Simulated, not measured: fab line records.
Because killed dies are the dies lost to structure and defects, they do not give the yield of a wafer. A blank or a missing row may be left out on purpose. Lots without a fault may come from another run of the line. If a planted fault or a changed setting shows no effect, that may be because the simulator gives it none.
Split-lot trial    flow n5_finfet    21 wafers read across 7 lots, on a route 1938 steps long

== THE SPLIT ITSELF ==
At N5_MOL_CONTACT_COAG_ALD_131 (deposits SiO2, target thk 5 nm, pulse time 1 s, co reactant pulse time 1 s), the setting ald_cycles was moved away from the recipe's 35 on 8 of the 21 wafers read, by -11.4% to +11.4%. The other wafers ran this setting at the recipe's value.

Reading taken at the split's own step.

== THE READING ==
SiO2_of_MOL_CONTACT_COAG_ALD_131.thk_nm (the simulator's own value, which no gauge read), in nm, at N5_MOL_CONTACT_COAG_ALD_131 (deposits SiO2, target thk 5 nm, pulse time 1 s, co reactant pulse time 1 s). There is no usual value for it anywhere in the file.

wafer   tool, chamber at the split  ald_cycles as run  against the recipe  SiO2_of_MOL_CONTACT_COAG_ALD_131.thk_nm, nm  against lot-mates on the recipe
L075.2  ald_sin-04, 2,3             35                 recipe              5                                            -
L075.6  ald_sin-04, 2,3             35                 recipe              5                                            -
L075.5  ald_sin-04, 2               32                 -8.6%               4.6                                          -0.4
L081.2  ald_sin-03, 0,3,2           35                 recipe              5                                            -
L081.3  ald_sin-03, 0,3,2           35                 recipe              5                                            -
L081.6  ald_sin-03, 0,3,2           35                 recipe              5                                            -
L083.1  ald_sin-04, 2,3             39                 +11.4%              5.6                                          +0.6
L083.4  ald_sin-04, 2,3             39                 +11.4%              5.6                                          +0.6
L083.5  ald_sin-04, 0               35                 recipe              5                                            -
L085.2  ald_sin-02, 0,3,2           35                 recipe              5                                            -
L085.5  ald_sin-02, 0,3,2           35                 recipe              5                                            -
L085.6  ald_sin-02, 0,3,2           35                 recipe              5                                            -
L087.3  ald_sin-04, 0,1             37                 +5.7%               5.2                                          +0.2
L087.6  ald_sin-04, 0,1             37                 +5.7%               5.2                                          +0.2
L087.5  ald_sin-04, 0               35                 recipe              5                                            -
L094.3  ald_sin-03, 1               35                 recipe              5                                            -
L094.5  ald_sin-03, 2,1             31                 -11.4%              4.4                                          -0.6
L094.6  ald_sin-03, 2,1             31                 -11.4%              4.4                                          -0.6
L095.1  ald_sin-03, 2               33                 -5.7%               4.8                                          -0.2
L095.4  ald_sin-03, 1,3             35                 recipe              5                                            -
L095.5  ald_sin-03, 1,3             35                 recipe              5                                            -
When a row names more than one chamber, that row covers several wafers, and the file does not tell which wafer ran in which chamber.

THE FIT
A straight line over all 21 wafers: SiO2_of_MOL_CONTACT_COAG_ALD_131.thk_nm changes by +0.0494 nm for each +1% of ald_cycles; r = +0.99; the points scatter about the line by 0.037 nm.
The same after taking each lot's own level away (the mean of its wafers on the recipe; 21 wafers): +0.0494 nm for each +1%; r = +0.99; scatter 0.037 nm.
According to that fit, moving ald_cycles by its largest amount changes the reading by 0.56 nm.
The lots' own levels span 5.00 to 5.00 nm.
Consequently the slope shifts little with the lot-to-lot level, the two slopes agreeing.
Check: +0.55 nm against its lot-mates is what the line predicts for one of the wafers moved furthest among these (+11.4%) when that wafer is left out of the fit. It came out at +0.6 nm against them.

== ADDITIONAL SPLITS CARRIED BY THESE WAFERS ==
Other splits were also applied to these wafers ahead of the reading. Each is held against what the fit with the lots' levels taken away leaves over:
other split on the same wafers         wafers away from the commonest value  r with SiO2_of_MOL_CONTACT_COAG_ALD_131.thk_nm (lot level and that fit taken away)
N5_MOL_CONTACT_COAG_EXPOSE_05 dose_mj  9                                     -0.44

== THE FILE'S OWN FIT ==
SiO2_of_MOL_CONTACT_COAG_ALD_131.thk_nm changes by +0.0486 nm for each +1% of ald_cycles, r = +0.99.
